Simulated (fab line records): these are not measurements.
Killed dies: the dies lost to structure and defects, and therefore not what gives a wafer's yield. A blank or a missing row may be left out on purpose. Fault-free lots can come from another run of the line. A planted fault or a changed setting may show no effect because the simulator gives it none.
fab line records	flow n5-finfet
record: lots: 4	wafers: 12	last-day: 16
route steps=1938 shown MOL_CONTACT_COAG@576 BEOL_M4@1111
lots with no fault: from the same line, run without faults
start-h: start of the lot's first displayed wafer, in hours after the record's first day	wait-h: hours elapsed since this lot's preceding step	" the same as in the row above	L1.1+2: one row covering several wafers at once	- either no value or no given start	* or withheld: withheld	< > ~ a bound
route shown NAME@n: names a module that has steps shown in the file, with the first one's number in the route	usual: mean/standard deviation taken from wafers without a fault	same: alike in all rows	chamber/n: place in a boat	sites: readings site by site	_std_site: the values' standard deviation	_edge_site: mean of outer sites minus mean of inner sites	radius-mm: how far each site lies from the wafer's centre	mask NAME#n: copy n	behind: the last tool/chamber to shape the wafer	hold: what put the lot on hold/how long, in hours/how the hold closed	device: the n, p or np transistor that did not switch	end of line: the route-end tests of the same wafers	where a step has no rows: the recipe by itself	killed: at the first sort, the dies lost to defects and structure; wafer yield is something else	map: per-die view of a wafer (x killed, . not killed, _ where there is no die)
set.NAME: the setting that was run; set.NAME@STEP: the one run at that earlier step	model.NAME: the simulator's own value behind a step, which no gauge read
a table for each step, a row for each wafer; lots at some steps of the route
services: when a tool's chamber went out of use (start-h, in hours from the record's first day, below 0 if earlier), for how many hours, and the reason
== steps ==
step: N5_MOL_CONTACT_COAG_DESCUM_88
recipe: chemistry: O2	time-s: 7	source-power-w: 50	bias-power-w: 20	pressure-mtorr: 20	rf-frequency-hz: 2.712e+07	temp-c: 40	resist: CAR-EUV	o2-flow-sccm: 225
step: N5_MOL_CONTACT_COAG_ETCH_89
recipe: chemistry: N2/H2	target: underlayer	target-depth-a: 130	mask-material: CAR-EUV	time-s: 10.4	ion-energy-ev: 200	pressure-mtorr: 30	source-w: 840	bias-w: 150	n2-flow-sccm: 200	h2-flow-sccm: 200	ends: cleared
step: N5_MOL_CONTACT_COAG_ETCH_90
recipe: chemistry: CF4	target: SiARC	target-depth-a: 130	mask-material: CAR-EUV	time-s: 21.7	ion-energy-ev: 80	pressure-mtorr: 40	source-w: 545	bias-w: 36	Ar_flow_sccm: 100	cf4-flow-sccm: 100	ends: cleared
step: N5_MOL_CONTACT_COAG_ALD_131
recipe: material: SiO2	target-thk-a: 50	temp-c: 100	ald-precursor-family: BDEAS	ald-co-reactant: O2-plasma	pulse-time-s: 1	co-reactant-pulse-time-s: 1	purge-time-s: 2	co-reactant-purge-time-s: 2	ald-cycles: 35	pressure-torr: 2
step: N5_MOL_CONTACT_COAG_ETCHBACK_132
recipe: chemistry: CHF3	target: SiO2	target-depth-a: 100	time-s: 6.7	ion-energy-ev: 200	pressure-mtorr: 30	source-w: 610	bias-w: 170	Ar_flow_sccm: 200	CHF3_flow_sccm: 50
step: N5_MOL_CONTACT_COAG_ETCH_91
recipe: chemistry: N2/H2	target: SOC	target-depth-a: 600	overetch-a: 210	mask-material: SiARC	temp-c: 40	time-s: 101.2	ion-energy-ev: 200	pressure-mtorr: 30	source-w: 840	bias-w: 150	n2-flow-sccm: 200	h2-flow-sccm: 200
step: N5_MOL_CONTACT_COAG_STRIP_92
recipe: chemistry: N2/H2	temp-c: 40	n2-flow-sccm: 200	h2-flow-sccm: 200	rf-frequency-hz: 6e+07
step: N5_MOL_CONTACT_COAG_STRIP_93
recipe: chemistry: N2/H2	temp-c: 40	n2-flow-sccm: 200	h2-flow-sccm: 200	rf-frequency-hz: 6e+07
step: N5_MOL_CONTACT_COAG_ETCHBACK_135
recipe: chemistry: CHF3	target: SiO2	target-depth-a: 250	time-s: 16.7	ion-energy-ev: 200	pressure-mtorr: 30	source-w: 610	bias-w: 170	Ar_flow_sccm: 200	CHF3_flow_sccm: 50
step: N5_MOL_CONTACT_COAG_STRIP_118
recipe: chemistry: CHF3	resist: SiARC	rf-frequency-hz: 6e+07
step: N5_MOL_CONTACT_COAG_VIA_ETCH_46
recipe: chemistry: C4F6/O2	target-depth-a: 460	overetch-a: 92	mask-material: SOC	target: SiO2	bias-w: 455	pressure-mtorr: 10	time-s: 40	source-w: 325	Ar_flow_sccm: 300	C4F6_flow_sccm: 10	O2_flow_sccm: 10	ion-energy-ev: 575.3	ends: end-point
usual: C4F6_flow_sccm: 10.00/0.031	O2_flow_sccm: 10.00/0.034	drypump-motor-current-A: 5.59/0.29	oes-product-au: 0.70/0.061	rf-vpp-V: 1583/29	showerhead-plenum-p-Torr: 2.88/0.072	throttle-valve-pct: 41.0/0.51
lot.wafer	tool	chamber	start-h	wait-h	C4F6_flow_sccm	O2_flow_sccm	drypump-motor-current-A	oes-product-au	rf-hours-counter-h	rf-vpp-V	showerhead-plenum-p-Torr	throttle-valve-pct	model.SOC_of_MOL_CONTACT_COAG_COAT_75.thk-nm
L142.2	rie-diel-01	3	160.28	0.0	-	-	-	-	-	-	-	-	57.6
L142.4	"	2	"	"	-	-	-	-	-	-	-	-	57.4
L142.6	"	1	"	"	-	-	-	-	-	-	-	-	57.4
L143.1	rie-diel-01	3	167.70	0.0	-	-	-	-	-	-	-	-	57.6
L143.3	"	2	"	"	-	-	-	-	-	-	-	-	57.8
L143.5	"	3	"	"	-	-	-	-	-	-	-	-	57.6
L149.3	rie-diel-03	2	200.99	0.0	9.99	9.93	6.29	0.63	212	1595	2.80	40.3	51
L149.5	"	2	"	"	10.00	9.96	6.30	0.64	-	1595	2.80	40.3	51.2
L149.6	"	1	"	"	10.01	9.99	5.75	0.69	-	1627	2.84	40.6	50.6
L150.1	rie-diel-01	3	206.19	0.0	9.98	10.00	5.48	0.77	50	1586	2.79	41.0	50.8
L150.3	"	0	"	"	10.02	9.99	5.74	0.74	67	1587	2.98	40.4	50.6
L150.6	"	3	"	"	9.99	10.00	5.46	0.78	-	1587	2.79	41.0	50.8
step: N5_MOL_CONTACT_COAG_STRIP_96
recipe: chemistry: N2/H2	power-w: 500	temp-c: 40	pressure-mtorr: 50	rf-frequency-hz: 6e+07	overash-fraction: 0.3	bias-power-w: 28	h2-frac: 0.5	n2-flow-sccm: 300	h2-flow-sccm: 300
step: N5_MOL_CONTACT_COAG_ETCH_47
recipe: chemistry: CH3F/O2	target: SiNx	target-depth-a: 270	mask-material: SiO2	stop-on: W	over-etch-frac: 0.2	ion-energy-ev: 120	endpoint: OES-CN	pressure-mtorr: 30	source-w: 395	bias-w: 73	Ar_flow_sccm: 150	CH3F_flow_sccm: 30	O2_flow_sccm: 20	ends: end-point
usual: CH3F_flow_sccm: 29.99/0.093	O2_flow_sccm: 20.00/0.06	drypump-motor-current-A: 5.59/0.29	etch-rf-on-time-s: 31.4/0.59	oes-product-au: 0.69/0.063	rf-vpp-V: 297/5.8	showerhead-plenum-p-Torr: 2.03/0.053	throttle-valve-pct: 16.4/0.31
lot.wafer	tool	chamber	start-h	wait-h	CH3F_flow_sccm	O2_flow_sccm	drypump-motor-current-A	etch-rf-on-time-s	oes-product-au	rf-hours-counter-h	rf-vpp-V	showerhead-plenum-p-Torr	throttle-valve-pct	model.etch.over-etch-s
L142.2	rie-diel-01	3	160.39	0.0	29.83	20.17	5.49	50.8	0.33	34	297	1.96	16.0	0
L142.4	"	2	"	"	29.87	19.94	5.69	50.8	0.26	225	302	2.06	16.7	0
L142.6	"	1	"	"	29.93	20.11	5.48	50.8	0.29	-	299	2.07	16.4	0
L143.1	rie-diel-01	3	167.81	0.0	29.87	19.92	5.50	50.8	0.33	36	299	1.96	16.0	0
L143.3	"	2	"	"	29.88	19.99	5.65	50.8	0.26	227	302	2.06	16.7	0
L143.5	"	3	"	"	30.08	20.00	5.51	50.8	0.33	-	298	1.96	16.0	0
L149.3	rie-diel-03	2	201.09	0.0	30.00	20.02	6.34	32.7	0.63	213	298	1.98	16.5	5.456
L149.5	"	2	"	"	29.99	19.99	6.28	32.1	0.63	-	300	1.98	16.5	5.349
L149.6	"	1	"	"	30.01	20.00	5.76	30.9	0.69	-	305	2.01	16.2	5.145
L150.1	rie-diel-01	3	206.30	0.0	29.96	20.01	5.52	31.4	0.77	50	297	1.96	16.0	5.234
L150.3	"	0	"	"	30.09	19.93	5.70	30.9	0.75	67	298	2.10	15.9	5.154
L150.6	"	3	"	"	29.75	20.12	5.49	31.5	0.77	-	297	1.96	16.0	5.244
step: N5_MOL_CONTACT_COAG_STRIP_119
recipe: chemistry: N2/H2	time-s: 30	power-w: 1000	temp-c: 250	pressure-mtorr: withheld	n2-flow-sccm: 1750	h2-flow-sccm: 3250
step: N5_MOL_CONTACT_COAG_PRECLEAN_144
recipe: chemistry: alkaline-clean	temp-c: 60	time-s: 60	do-ppb: 50
step: N5_MOL_CONTACT_COAG_SRD_145
recipe: dry: ipa-marangoni	time-s: 30	temp-c: 23	rinse-liquid: diw
step: N5_MOL_CONTACT_COAG_CD_MEAS_137
recipe: target-cd-nm: 16
usual: cd-nm: 15.9/0.31
lot.wafer	tool	chamber	start-h	wait-h	cd-nm
L142.2	cd-sem-03	-	160.62	0.0	-
L142.4	"	-	"	"	-
L142.6	"	-	"	"	-
L143.1	cd-sem-03	-	168.12	0.0	-
L143.3	"	-	"	"	-
L143.5	"	-	"	"	-
L149.3	cd-sem-01	-	201.32	0.0	16.0
L149.5	"	-	"	"	15.7
L149.6	"	-	"	"	15.9
L150.1	cd-sem-03	-	206.57	0.0	16.0
L150.3	"	-	"	"	16.0
L150.6	"	-	"	"	15.9
step: N5_MOL_CONTACT_COAG_COAT_62
recipe: resist: SOC	temp-c: 250	time-s: 60	spin-rpm: 1500	resist-thk-nm: 60
step: N5_MOL_CONTACT_COAG_COAT_63
recipe: resist: SiARC	temp-c: 220	time-s: 60	spin-rpm: 1500	resist-thk-nm: 10
step: N5_MOL_CONTACT_COAG_COAT_64
recipe: resist: underlayer	temp-c: 205	time-s: 60	spin-rpm: 1500	resist-thk-nm: 10
step: N5_MOL_CONTACT_COAG_COAT_34
recipe: resist: CAR-EUV	spin-rpm: 1500	resist-thk-nm: 40
step: N5_MOL_CONTACT_COAG_EBR_36
recipe: solvent: PGMEA	ebr-width-mm: 1.5
step: N5_MOL_CONTACT_COAG_SOFTBAKE_35
recipe: temp-c: 110	time-s: 60	resist: CAR-EUV
step: N5_MOL_CONTACT_COAG_EXPOSE_37
recipe: mask-id: VD	na: 0.33	source-shape: annular	sigma-inner: 0.3	sigma-outer: 0.7	polarization: unpolarized	defocus-nm: 0	dose-mj: 62
step: N5_MOL_CONTACT_COAG_PEB_38
recipe: peb-temp-c: 100	peb-time-s: 60	resist: CAR-EUV
step: N5_MOL_CONTACT_COAG_DEVELOP_39
recipe: develop-time-s: 30	developer: TMAH	resist: CAR-EUV	rinse-liquid: surfactant-rinse	dry: air-spin	dev-temp-c: 23
step: N5_MOL_CONTACT_COAG_DESCUM_45
recipe: chemistry: O2	time-s: 7	source-power-w: 50	bias-power-w: 20	pressure-mtorr: 20	rf-frequency-hz: 2.712e+07	temp-c: 40	resist: CAR-EUV	o2-flow-sccm: 225
step: N5_MOL_CONTACT_COAG_ETCH_65
recipe: chemistry: N2/H2	target: underlayer	target-depth-a: 130	mask-material: CAR-EUV	time-s: 10.4	ion-energy-ev: 200	pressure-mtorr: 30	source-w: 840	bias-w: 150	n2-flow-sccm: 200	h2-flow-sccm: 200	ends: cleared
step: N5_MOL_CONTACT_COAG_ETCH_66
recipe: chemistry: CF4	target: SiARC	target-depth-a: 130	mask-material: CAR-EUV	time-s: 21.7	ion-energy-ev: 80	pressure-mtorr: 40	source-w: 545	bias-w: 36	Ar_flow_sccm: 100	cf4-flow-sccm: 100	ends: cleared
step: N5_MOL_CONTACT_COAG_ALD_133
recipe: material: SiO2	target-thk-a: 50	temp-c: 100	ald-precursor-family: BDEAS	ald-co-reactant: O2-plasma	pulse-time-s: 1	co-reactant-pulse-time-s: 1	purge-time-s: 2	co-reactant-purge-time-s: 2	ald-cycles: 35	pressure-torr: 2
step: N5_MOL_CONTACT_COAG_ETCHBACK_134
recipe: chemistry: CHF3	target: SiO2	target-depth-a: 100	time-s: 6.7	ion-energy-ev: 200	pressure-mtorr: 30	source-w: 610	bias-w: 170	Ar_flow_sccm: 200	CHF3_flow_sccm: 50
step: N5_MOL_CONTACT_COAG_ETCH_67
recipe: chemistry: N2/H2	target: SOC	target-depth-a: 600	overetch-a: 210	mask-material: SiARC	temp-c: 40	time-s: 101.2	ion-energy-ev: 200	pressure-mtorr: 30	source-w: 840	bias-w: 150	n2-flow-sccm: 200	h2-flow-sccm: 200
step: N5_MOL_CONTACT_COAG_STRIP_68
recipe: chemistry: N2/H2	temp-c: 40	n2-flow-sccm: 200	h2-flow-sccm: 200	rf-frequency-hz: 6e+07
step: N5_MOL_CONTACT_COAG_STRIP_69
recipe: chemistry: N2/H2	temp-c: 40	n2-flow-sccm: 200	h2-flow-sccm: 200	rf-frequency-hz: 6e+07
step: N5_MOL_CONTACT_COAG_ETCHBACK_136
recipe: chemistry: CHF3	target: SiO2	target-depth-a: 250	time-s: 16.7	ion-energy-ev: 200	pressure-mtorr: 30	source-w: 610	bias-w: 170	Ar_flow_sccm: 200	CHF3_flow_sccm: 50
step: N5_MOL_CONTACT_COAG_STRIP_120
recipe: chemistry: CHF3	resist: SiARC	rf-frequency-hz: 6e+07
step: N5_MOL_CONTACT_COAG_VIA_ETCH_117
recipe: chemistry: C4F6/O2	target-depth-a: 400	overetch-a: 80	mask-material: SOC	target: SiO2	bias-w: 455	pressure-mtorr: 10	time-s: 26	source-w: 325	Ar_flow_sccm: 300	C4F6_flow_sccm: 10	O2_flow_sccm: 10	ion-energy-ev: 575.3	ends: end-point
step: N5_MOL_CONTACT_COAG_ETCH_124
recipe: chemistry: CH3F/O2	target: SiNx	target-depth-a: 65	mask-material: SOC	stop-on: SiOC	over-etch-frac: 0.3	ion-energy-ev: 120	pressure-mtorr: 30	source-w: 395	bias-w: 73	Ar_flow_sccm: 150	CH3F_flow_sccm: 30	O2_flow_sccm: 20	ends: end-point
usual: CH3F_flow_sccm: 30.00/0.094	O2_flow_sccm: 20.00/0.06	drypump-motor-current-A: 5.57/0.26	oes-product-au: 0.67/0.059	rf-vpp-V: 296/5.7	showerhead-plenum-p-Torr: 2.04/0.055	throttle-valve-pct: 16.3/0.32
lot.wafer	tool	chamber	start-h	wait-h	CH3F_flow_sccm	O2_flow_sccm	drypump-motor-current-A	oes-product-au	rf-hours-counter-h	rf-vpp-V	showerhead-plenum-p-Torr	throttle-valve-pct
L142.2	rie-diel-06	1	162.10	0.0	30.19	20.00	5.65	0.27	223	291	2.05	16.7
L142.4	"	3	"	"	30.01	20.00	5.12	0.28	175	285	2.09	16.8
L142.6	"	2	"	"	30.05	19.99	5.50	0.30	-	303	2.02	16.3
L143.1	rie-diel-06	0	169.06	0.0	29.97	20.01	5.91	0.31	71	291	1.93	16.0
L143.3	"	2	"	"	29.90	19.95	5.50	0.31	75	302	2.02	16.3
L143.5	"	1	"	"	30.03	20.06	5.61	0.27	-	291	2.05	16.7
L149.3	rie-diel-01	0	202.39	0.0	29.98	19.98	5.75	0.71	66	296	2.10	15.9
L149.5	"	2	"	"	30.01	19.88	5.70	0.59	-	302	2.05	16.7
L149.6	"	1	"	"	29.85	20.05	5.46	0.65	-	300	2.07	16.5
L150.1	rie-diel-06	2	209.64	0.0	29.85	19.90	5.50	0.70	88	301	2.01	16.3
L150.3	"	1	"	"	30.00	19.94	5.64	0.61	237	291	2.04	16.7
L150.6	"	3	"	"	30.13	20.02	5.11	0.61	-	283	2.09	16.8
step: N5_BEOL_M4_RC_MEAS_101
usual: DIBL_N: 36.1/1.6	DIBL_P: 35.7/1.8	IOFF_N: 0.159/0.027	IOFF_P: 0.21/0.03	ION_N: 673/10	ION_P: 462/7.4	SS_N: 71.4/0.56	SS_P: 73.2/0.61	VT_N: 249.7/3	VT_P: -250/3.1
lot.wafer	tool	chamber	start-h	wait-h	DIBL_N[mV/V]	DIBL_P[mV/V]	IOFF_N[nA/um]	IOFF_P[nA/um]	ION_N[uA/um]	ION_P[uA/um]	SS_N[mV/dec]	SS_P[mV/dec]	VT_N[mV]	VT_P[mV]
L149.3	prober-02	0	276.86	0.3	40.6	42.1	0.289	0.32	697	471	73.1	74.0	239.8	-246
L149.5	"	0	"	"	34.8	35.2	0.147	0.18	673	462	72.1	72.6	249.2	-253
L149.6	"	0	"	"	35.9	36.2	0.167	0.20	676	456	70.6	72.3	246.7	-251
L150.1	prober-01	0	281.32	0.0	35.3	34.4	0.133	0.17	677	463	70.7	72.0	250.3	-254
L150.3	"	0	"	"	36.7	36.0	0.154	0.20	680	469	70.9	73.2	247.0	-250
L150.6	"	0	"	"	34.5	34.2	0.123	0.17	675	465	70.3	72.5	249.6	-252
== services ==
tool	chamber	start-h	hours	kind
rie-diel-06	2	144.85	12.2	repair
rie-diel-03	0	170.10	5.9	repair
rie-diel-03	0	190.51	-	clean
rie-diel-03	0	190.51	-	consumable-replace:focus-ring
rie-diel-03	0	190.51	12.7	scheduled-down
rie-diel-03	0	190.51	12.7	vent-cycle
rie-diel-01	0	198.22	3.0	repair
== key ==
first-sign: step: N5_MOL_CONTACT_COAG_VIA_ETCH_46	reading: tool-record	direction: missing
effect: step: N5_MOL_CONTACT_COAG_ETCH_47	reading: etch-rf-on-time-s	direction: up	sigmas: 33	usual: *	struck: *
effect: step: N5_MOL_CONTACT_COAG_CD_MEAS_137	reading: cd-nm	direction: missing
effect: step: N5_MOL_CONTACT_COAG_ETCH_124	reading: oes-product-au	direction: down	sigmas: 6.5	usual: 0.67	struck: 0.29
model-effect: step: N5_MOL_CONTACT_COAG_VIA_ETCH_46	value: SOC_of_MOL_CONTACT_COAG_COAT_75.thk-nm	without: 51.07	struck: 57.57
model-effect: step: N5_MOL_CONTACT_COAG_ETCH_47	value: etch.over-etch-s	without: 5.272	struck: 0
met-at N5_MOL_CONTACT_COAG_VIA_ETCH_46
struck-wafers L142.2,L142.4,L142.6,L143.1,L143.3,L143.5
rows-end L142.2,L142.4,L142.6,L143.1,L143.3,L143.5
fault: kind: skipped-step-whole	tool: rie-diel-01	chamber: -	onset-h: 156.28	steps: N5_MOL_CONTACT_COAG_VIA_ETCH_46	scope: struck-lots-only
rows-end: these wafers met a further fault down the route, and their rows from its step on are left out
